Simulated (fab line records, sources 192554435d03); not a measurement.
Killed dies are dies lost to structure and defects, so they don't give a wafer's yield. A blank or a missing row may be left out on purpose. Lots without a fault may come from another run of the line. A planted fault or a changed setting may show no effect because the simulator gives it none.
One fault seen from 3 desks | flow n5_finfet | each desk has only its own numbers; what lay behind them comes last

THE TOOL OWNER'S DESK: litho_track-05
The tool's own readings at N5_BEOL_M0_SAQP_COAT_81 (time 60 s, resist thk 100 nm): means of the sampled wafers that have a number, for each lot that ran on this tool. A lot is out of limits, marked OUT, if its mean lies more than 4 standard deviations from the usual mean; the brackets give that distance.
Columns: A = spin_speed_rpm at N5_BEOL_M0_SAQP_COAT_81, usual 1500.1 rpm
lot  | first seen here | A
L549 | day 5 11:28     | 1499.8
L551 | day 6 01:49     | 1499.7
L556 | day 7 04:02     | 1499.7
L561 | day 8 10:53     | 1580.1 (+87) OUT
L563 | day 8 23:46     | 1578.9 (+86) OUT
This desk's finding: out of limits on L561, L563; first on L561, day 8 10:53 (spin_speed_rpm at N5_BEOL_M0_SAQP_COAT_81). In limits: L549, L551, L556.

THE METROLOGY DESK
What the gauges read, lot by lot, whatever tool the lot ran on: means of the sampled wafers that have a number. A lot is out of limits, marked OUT, if its mean lies more than 4 standard deviations from the usual mean; the brackets give that distance. Of its 11 readings 7 are shown: those that lie furthest out on some lot.
Columns: A = cd_nm at N5_BEOL_M0_SAQP_CD_MEAS_14, usual 42.6 nm; B = IOFF_N at N5_BEOL_M4_RC_MEAS_101, usual 0.164 nA/um; C = IOFF_P at N5_BEOL_M4_RC_MEAS_101, usual 0.214 nA/um; D = ION_P at N5_BEOL_M4_RC_MEAS_101, usual 463 uA/um; E = SS_P at N5_BEOL_M4_RC_MEAS_101, usual 73.3 mV/dec; F = VT_N at N5_BEOL_M4_RC_MEAS_101, usual 249.2 mV; G = VT_P at N5_BEOL_M4_RC_MEAS_101, usual -250.1 mV
lot  | first seen here | A    | B     | C     | D   | E    | F     | G
L549 | day 5 11:43     | 42.0 | 0.146 | 0.181 | 454 | 73.5 | 249.8 | -255.4
L551 | day 6 02:04     | 42.6 | 0.166 | 0.217 | 468 | 73.5 | 248.4 | -249.9
L552 | day 6 04:09     | 42.2 | 0.133 | 0.159 | 447 | 73.2 | 252.5 | -255.2
L553 | day 6 12:25     | 42.6 | 0.151 | 0.198 | 461 | 73.0 | 251.3 | -251.4
L556 | day 7 04:25     | 42.4 | 0.199 | 0.234 | 464 | 73.7 | 244.6 | -248.9
L557 | day 7 10:01     | 43.2 | 0.154 | 0.248 | 466 | 73.8 | 251.7 | -245.5
L561 | day 8 11:15     | 42.6 | 0.141 | 0.185 | 454 | 72.9 | 252.3 | -253.3
L563 | day 9 00:08     | 42.7 | 0.190 | 0.242 | 463 | 73.4 | 248.8 | -249.6
L564 | day 9 11:39     | 42.8 | 0.148 | 0.183 | 464 | 72.4 | 252.0 | -253.4
L571 | day 11 04:06    | 42.5 | 0.151 | 0.212 | 462 | 72.6 | 250.5 | -250.1
L572 | day 11 05:02    | 42.5 | 0.174 | 0.218 | 460 | 73.9 | 249.2 | -250.6
This desk's finding: nothing out of limits on any of the 11 lots.

THE DEFECT DESK
What the inspections along the route counted, lot by lot: means of the sampled wafers that have a number. A lot is out of limits, marked OUT, if its mean lies more than 4 standard deviations from the usual mean; the brackets give that distance.
Columns: A = raw_defect_count at N5_BEOL_M0_SAQP_INSPECT_16, usual 554
lot  | first seen here | A
L549 | day 5 11:46     | 532
L551 | day 6 02:07     | 379
L552 | day 6 04:12     | 451
L553 | day 6 12:28     | 520
L556 | day 7 04:28     | 531
L557 | day 7 10:04     | 675
L561 | day 8 11:19     | 402
L563 | day 9 00:11     | 594
L564 | day 9 11:43     | 431
L571 | day 11 04:10    | 671
L572 | day 11 05:05    | 532
This desk's finding: nothing out of limits on any of the 11 lots.

PUT TOGETHER
The tool owner's desk could have raised an alarm at day 8 10:53, on L561, L563.
The metrology desk saw nothing out of limits.
The defect desk saw nothing out of limits.
The metrology desk has L561, L563 on record, within its limits.
The defect desk has L561, L563 on record, within its limits.
Of the lots named, all ran N5_BEOL_M0_SAQP_COAT_81 on litho_track-05.

WHAT THE SIMULATOR HAD PUT IN
Process parameter drift: litho_track-05, from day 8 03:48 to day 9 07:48, at N5_BEOL_M0_SAQP_COAT_81. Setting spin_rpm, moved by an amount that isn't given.
Lots struck among those shown: L561, L563.
Hours from the fault's start to each desk's first reading out of limits: the tool owner's desk, 7.
